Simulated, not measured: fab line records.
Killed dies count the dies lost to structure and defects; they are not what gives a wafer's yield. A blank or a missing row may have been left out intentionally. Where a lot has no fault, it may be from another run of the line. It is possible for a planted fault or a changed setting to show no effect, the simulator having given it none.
Split-lot trial -- flow n5_finfet -- 21 wafers read from 7 lots, route of 1938 steps

THE SPLIT ITSELF
At N5_SPACER0_ALD_00 (deposits SiOCN, target thk 3.5 nm, pulse time 3 s, purge time 2 s), the setting ald_cycles was moved away from the recipe's 58 on 6 of the 21 wafers read, by -13.8% to +13.8%. For the rest of the wafers, this setting stayed at what the recipe calls for.

The reading is taken at the split's own step.

THE READING
SiOCN_of_SPACER0_ALD_00.thk_nm (the simulator's own value, which no gauge read), in nm, at N5_SPACER0_ALD_00 (deposits SiOCN, target thk 3.5 nm, pulse time 3 s, purge time 2 s). There is no usual value for it anywhere in the file. The 15 wafers here that ran the recipe average 3.5 nm, standard deviation 0.1 nm.

wafer,"tool, chamber at the split",ald_cycles as run,against the recipe,"SiOCN_of_SPACER0_ALD_00.thk_nm, nm",against lot-mates on the recipe
L074.1,"ald_sin-03, 2,0,0",58,recipe,3.6,-
L074.2,"ald_sin-03, 2,0,0",58,recipe,3.6,-
L074.5,"ald_sin-03, 2,0,0",58,recipe,3.6,-
L080.1,"ald_sin-03, 3",58,recipe,3.4,-
L080.2,"ald_sin-03, 1",58,recipe,3.6,-
L080.5,"ald_sin-03, 1",51,-12.1%,3,-0.5
L081.1,"ald_sin-01, 2",58,recipe,3.4,-
L081.2,"ald_sin-01, 3,1",66,+13.8%,4,+0.6
L081.5,"ald_sin-01, 3,1",66,+13.8%,4,+0.6
L084.1,"ald_sin-04, 1,3,2",58,recipe,3.4,-
L084.2,"ald_sin-04, 1,3,2",58,recipe,3.4,-
L084.4,"ald_sin-04, 1,3,2",58,recipe,3.4,-
L086.1,"ald_sin-01, 3,1",58,recipe,3.4,-
L086.3,"ald_sin-01, 3,1",58,recipe,3.4,-
L086.5,"ald_sin-01, 1",58,recipe,3.6,-
L087.3,"ald_sin-03, 0",58,recipe,3.6,-
L087.5,"ald_sin-03, 0",58,recipe,3.6,-
L087.6,"ald_sin-03, 3",62,+6.9%,3.8,+0.2
L091.4,"ald_sin-03, 1,0",50,-13.8%,3,-0.4
L091.5,"ald_sin-03, 1,0",50,-13.8%,3,-0.4
L091.6,"ald_sin-03, 3",58,recipe,3.4,-
The file does not say which wafer passed through which chamber wherever a row lists several chambers: such a row stands for several wafers.

THE FIT
A straight line over all 21 wafers: SiOCN_of_SPACER0_ALD_00.thk_nm changes by +0.0374 nm for each +1% of ald_cycles; r = +0.95; the points scatter about the line by 0.09 nm.
The same after taking each lot's own level away (the mean of its wafers on the recipe; 21 wafers): +0.0368 nm for each +1%; r = +0.97; scatter 0.068 nm.
The reading moves by 0.51 nm for the largest change in ald_cycles, on that fit.
Measured against the standard deviation above, the lots' own levels, which go from 3.40 to 3.60 nm, span 2.0 times it.
So the lot-to-lot level changes the slope little: the two slopes agree.
Check: for one of the wafers moved furthest among these (+13.8%), held out of the fit, the line's prediction against its lot-mates is +0.494 nm. Against them it came out at +0.6 nm.

OTHER SPLITS APPLIED TO THESE WAFERS
Note: prior to the reading, these wafers also went through further splits. Each is held against what the fit with the lots' levels taken away leaves over:
other split on the same wafers,wafers away from the commonest value,r with SiOCN_of_SPACER0_ALD_00.thk_nm (lot level and that fit taken away)
N5_WELL_APT_COAT_02 spin_rpm,5,+0.26
N5_PMOS_HMC_CHANNEL_EPI_PEB_07 peb_time_s,5,-0.22

FILE'S OWN FIT
SiOCN_of_SPACER0_ALD_00.thk_nm changes by +0.037 nm for each +1% of ald_cycles, r = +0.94.
